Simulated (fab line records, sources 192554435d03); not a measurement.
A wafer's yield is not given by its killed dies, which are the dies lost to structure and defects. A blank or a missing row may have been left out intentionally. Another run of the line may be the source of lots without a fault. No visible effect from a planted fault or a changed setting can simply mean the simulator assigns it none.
A struck lot beside a sound one -- flow n5 finfet -- 16 out of 1938 route steps
Sound: the wafers L121.2, L121.4, L121.6. Struck: wafer L134.6 (left out: L134.4, L134.5 of the same lot, which were not struck); the cause appears at the end.
Order at every step that has rows: each side's tool, ch and its chambers, its first start. Under that, the readings that differ: sound wafers -- struck wafers -- difference of the means -- sigmas: that difference in standard deviations of wafers without a fault.
alike: readings whose means differ by less than 2 such deviations, and words and numbers that are the same on both sides. not compared: withheld readings, readings that some wafer has no value for, bounds like >300 that may hide the same value, and numbers for which the record gives no deviation and whose values overlap.
The two part at a step that has a row with sigmas, a row that says differs or no value, or rows on one side only. Numbers that have no deviation but don't overlap get no sigmas and don't part them. Lack of a reading on every wafer of one side parts them only where that side has two or more wafers.

first, 2 steps without rows for these wafers: N5_FIN_SAQP_SRD_66 (time 30 s); N5_FIN_SAQP_RECESS_75 (chemistry HF/NH3, target SiO2, target depth 14.4 nm, afs cycles 3, sublimation time 60 s).
N5_FIN_SAQP_SPACER1_ALD_24: deposits SiO2, target thk 20.3 nm, pulse time 1 s, purge time 2 s.
  sound on ald sin-04 ch 0,1,2, day 1 23:56; struck on ald sin-01 ch 1, day 5 07:15
  alike: heater power w, precursor pulse height rel
N5_FIN_SAQP_SPACER1_ETCHBACK_25: etches SiO2 in CHF3/O2, target depth 24.4 nm, time 12.2 s.
  sound on rie diel-02 ch 0,1, day 2 00:41; struck on rie diel-03 ch 0, day 5 07:46
reading,sound,struck,difference,sigmas
rf vpp V (V),524 541 542,511,-25,-2
  alike: bias w, chamber pressure mTorr, drypump motor current A, oes product au, showerhead plenum p Torr, throttle valve pct
  not compared: rf hours counter h
N5_FIN_SAQP_MANDREL1_REMOVE_56: chemistry HBr/Cl2/O2, target a-Si, stops on SiNx, bt time 10 s.
  sound on rie si-02 ch 0,3, day 2 00:46; struck on rie si-02 ch 2, day 5 07:49
reading,sound,struck,difference,sigmas
chamber pressure mTorr (mTorr),9.979 9.992 9.989,10.011,+0.024,+3
  alike: bias w, drypump motor current A, oes product au, throttle valve pct
  not compared: rf hours counter h
N5_FIN_SAQP_CD_MEAS_27: the cd target is 20 nm.
  sound on cd sem-02 ch 0, day 2 00:53; struck on cd sem-01 ch 0, day 5 07:56
  alike: cd nm
then, 2 steps without rows for these wafers: N5_FIN_SAQP_ETCH_57 (etches SiNx in CH3F/O2, target depth 32.5 nm, time 46.4 s); N5_FIN_SAQP_ETCH_65 (etches SiO2 in CF4, target depth 4 nm, time 4.4 s).
N5_FIN_SAQP_MANDREL_ETCH_58: etches a-Si in HBr/Cl2, stops on SiNx, target depth 45 nm, bt time 10 s, time 27 s.
  sound on rie si-01 ch 1,3, day 2 01:07; struck on rie si-01 ch 3, day 5 08:07
  alike: bias w, chamber pressure mTorr, drypump motor current A, oes product au, throttle valve pct
  not compared: rf hours counter h
then, 2 steps without rows for these wafers: N5_FIN_SAQP_RECESS_63 (chemistry HF/NH3, target SiO2, target depth 18 nm, afs cycles 3, sublimation time 60 s); N5_FIN_SAQP_COAT_68 (time 60 s, resist thk 100 nm).
N5_FIN_SAQP_ETCH_69: etches SOC in N2/H2, stops on SiNx, target depth 150 nm.
  sound on rie diel-03 ch 0,2,3, day 2 01:38; struck on rie diel-02 ch 0, day 5 08:57
reading,sound,struck,difference,sigmas
drypump motor current A (A),5.1 5.7 5.5,6.4,+1.0,+2
  alike: bias w, chamber pressure mTorr, oes product au, rf vpp V, showerhead plenum p Torr, throttle valve pct
  not compared: rf hours counter h
N5_FIN_SAQP_ETCH_67: etches SiNx in CH3F/O2, target depth 30 nm.
  sound on rie diel-03 ch 0,2,3, day 2 01:42; struck on rie diel-02 ch 0, day 5 09:01
reading,sound,struck,difference,sigmas
chamber pressure mTorr (mTorr),29.988 30.013 30.042,29.957,-0.057,-2
drypump motor current A (A),5.1 5.7 5.4,6.4,+1.0,+2
oes product au (a.u.),0.76 0.74 0.67,0.94,+0.22,+2
model.etch.depth nm (nm),29.23 30.01 29.74,42.09,+12.43,
  alike: bias w, rf vpp V, showerhead plenum p Torr, throttle valve pct
  not compared: rf hours counter h
then, 1 step without rows for these wafers: N5_FIN_SAQP_STRIP_70 (strips in N2/H2).
-- the record jumps here: 9 days lie between the struck wafers' starts before and after (it left off in module FIN_SAQP and takes up again in module BEOL_M4, whose first step shown is number 1111 of the route) --
N5_BEOL_M4_RC_MEAS_101:
  sound on prober-02 ch 0, day 7 18:35; struck on prober-02 ch 0, day 14 08:31
  alike: DIBL_N, DIBL_P, IOFF_N, IOFF_P, ION_N, ION_P, SS_N, SS_P, VT_N, VT_P
after that, 1 step had no rows for these wafers: N5_PASSIVATION_PROBE_49.

== WHERE THEY PART ==
Earliest at N5_FIN_SAQP_SPACER1_ETCHBACK_25; latest, in this record, at N5_FIN_SAQP_ETCH_67. Later steps at which nothing parts them and some readings are alike: N5_BEOL_M4_RC_MEAS_101.

WHY: the cause the simulator had injected
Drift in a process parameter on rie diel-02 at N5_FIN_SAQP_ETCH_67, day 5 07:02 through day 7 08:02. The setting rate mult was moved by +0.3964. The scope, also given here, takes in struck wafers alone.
